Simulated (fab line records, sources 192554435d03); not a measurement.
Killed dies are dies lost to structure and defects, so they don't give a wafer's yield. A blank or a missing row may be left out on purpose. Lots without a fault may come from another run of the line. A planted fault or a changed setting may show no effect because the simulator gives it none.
Split-lot experiment | flow n5_finfet | 7 lots, 21 wafers read, on a route of 1938 steps

THE SPLIT
At N5_BEOL_M11_EXPOSE_08 (exposes mask M11), the setting dose_mj was moved away from the recipe's 53.75 on 7 of the 21 wafers read, by -5.6% to +7.4%. The other wafers ran this setting at the recipe's value.

FROM THE SPLIT TO THE READING: what the file shows between them, 16 steps
- N5_BEOL_M11_PEB_09: peb time 60 s
- N5_BEOL_M11_DEVELOP_10: develop time 30 s
- N5_BEOL_M11_CD_MEAS_11: target cd 64.1 nm
- N5_BEOL_M11_DESCUM_16: chemistry O2, time 7.9 s
- N5_BEOL_M11_ETCH_61: etches SiARC in CF4, target depth 39 nm, time 65 s
- N5_BEOL_M11_ETCH_62: etches SOC in N2/H2, target depth 110 nm, overetch 22 nm, time 165 s
- N5_BEOL_M11_STRIP_68: strips in N2/H2
- N5_BEOL_M11_STRIP_67: strips in CF4
- N5_BEOL_M11_HM_OPEN_17: chemistry Cl2/BCl3, target TiN, target depth 20 nm, overetch 6 nm
- N5_BEOL_M11_STRIP_19: strips in O2
- N5_BEOL_M11_CD_MEAS_18: pitch 140 nm, target cd 70 nm
- N5_BEOL_M11_EXPOSE_25: exposes mask V10 (also split here: dose_mj)
- N5_BEOL_M11_PEB_26: peb time 60 s
- N5_BEOL_M11_DEVELOP_27: develop time 30 s
- N5_BEOL_M11_PRECLEAN_42: cleans in residue remover, time 60 s
- N5_BEOL_M11_SRD_43: time 30 s

THE READING
cd_nm, in nm, at N5_BEOL_M11_CD_MEAS_35 (target cd 70 nm). Fault-free wafers of this fab line usually give 70.2 nm, standard deviation 0.61 nm.

wafer  | tool, chamber at the split | dose_mj as run | against the recipe | cd_nm, nm | against lot-mates on the recipe
L076.1 | arfi_scanner-01, 0         | 53.75          | recipe             | 71.6      | -
L076.2 | arfi_scanner-01, 0         | 53.75          | recipe             | 70.4      | -
L076.5 | arfi_scanner-01, 0         | 57.71          | +7.4%              | 74.1      | +3.1
L074.2 | arfi_scanner-03, 0         | 53.75          | recipe             | 70.1      | -
L074.3 | arfi_scanner-03, 0         | 53.75          | recipe             | 70.7      | -
L074.6 | arfi_scanner-03, 0         | 53.75          | recipe             | 69.7      | -
L084.1 | arfi_scanner-01, 0         | 55.99          | +4.2%              | 70.9      | +1.5
L084.3 | arfi_scanner-01, 0         | 53.75          | recipe             | 69.1      | -
L084.6 | arfi_scanner-01, 0         | 53.75          | recipe             | 69.7      | -
L083.2 | arfi_scanner-03, 0         | 53.75          | recipe             | 69.1      | -
L083.3 | arfi_scanner-03, 0         | 53.75          | recipe             | 69.5      | -
L083.5 | arfi_scanner-03, 0         | 53.75          | recipe             | 69.1      | -
L092.1 | arfi_scanner-03, 0         | 53.75          | recipe             | 69.7      | -
L092.4 | arfi_scanner-03, 0         | 53.75          | recipe             | 70.2      | -
L092.6 | arfi_scanner-03, 0         | 56.67          | +5.4%              | 72.9      | +3.0
L094.1 | arfi_scanner-03, 0         | 55.33          | +2.9%              | 71.1      | +0.3
L094.3 | arfi_scanner-03, 0         | 53.75          | recipe             | 70.8      | -
L094.5 | arfi_scanner-03, 0         | 55.33          | +2.9%              | 71.1      | +0.3
L095.1 | arfi_scanner-02, 0         | 53.75          | recipe             | 70.6      | -
L095.2 | arfi_scanner-02, 0         | 50.74          | -5.6%              | 67.0      | -3.6
L095.4 | arfi_scanner-02, 0         | 50.74          | -5.6%              | 68.4      | -2.2

THE FIT
A straight line over all 21 wafers: cd_nm changes by +0.451 nm for each +1% of dose_mj; r = +0.88; the points scatter about the line by 0.73 nm.
The same after taking each lot's own level away (the mean of its wafers on the recipe; 21 wafers): +0.447 nm for each +1%; r = +0.93; scatter 0.52 nm.
On that fit, the largest move of dose_mj shifts the reading by 3.3 nm.
The lots' own levels span 69.23 to 71.00 nm, that is 2.9 times the standard deviation above.
So the lot-to-lot level changes the slope little: the two slopes agree.
Check: with one of the wafers moved furthest among these (+7.4%) left out of the fit, the line predicts +3.18 nm for it against its lot-mates. It came out at +3.1 nm against them.

OTHER SPLITS ON THESE WAFERS
These wafers also went through other splits before the reading. Each is held against what the fit with the lots' levels taken away leaves over:
other split on the same wafers | wafers away from the commonest value | r with cd_nm (lot level and that fit taken away)
N5_BEOL_M11_EXPOSE_25 dose_mj  | 2                                    | +0.51

THE WHOLE CHAIN: every reading that the file lists as answering this split, in the file's order
step                   | what it does                                                         | reading                                                                | change (the file's fit)               | r (the file's)
N5_BEOL_M11_CD_MEAS_11 | target cd 64.1 nm                                                    | cd_nm                                                                  | +0.471 nm for each +1% of the setting | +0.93
N5_BEOL_M11_ETCH_61    | etches SiARC in CF4, target depth 39 nm, time 65 s                   | BEOL_M11.cd_offset_nm (the simulator's own value, which no gauge read) | +0.482 nm for each +1% of the setting | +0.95
N5_BEOL_M11_ETCH_62    | etches SOC in N2/H2, target depth 110 nm, overetch 22 nm, time 165 s | BEOL_M11.cd_offset_nm (the simulator's own value, which no gauge read) | +0.454 nm for each +1% of the setting | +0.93
N5_BEOL_M11_HM_OPEN_17 | chemistry Cl2/BCl3, target TiN, target depth 20 nm, overetch 6 nm    | BEOL_M11.cd_offset_nm (the simulator's own value, which no gauge read) | +0.458 nm for each +1% of the setting | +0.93
N5_BEOL_M11_CD_MEAS_18 | pitch 140 nm, target cd 70 nm                                        | cd_nm                                                                  | +0.432 nm for each +1% of the setting | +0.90
N5_BEOL_M11_CD_MEAS_35 | target cd 70 nm                                                      | cd_nm                                                                  | +0.447 nm for each +1% of the setting | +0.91

THE FILE'S OWN FIT
cd_nm changes by +0.447 nm for each +1% of dose_mj, r = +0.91.
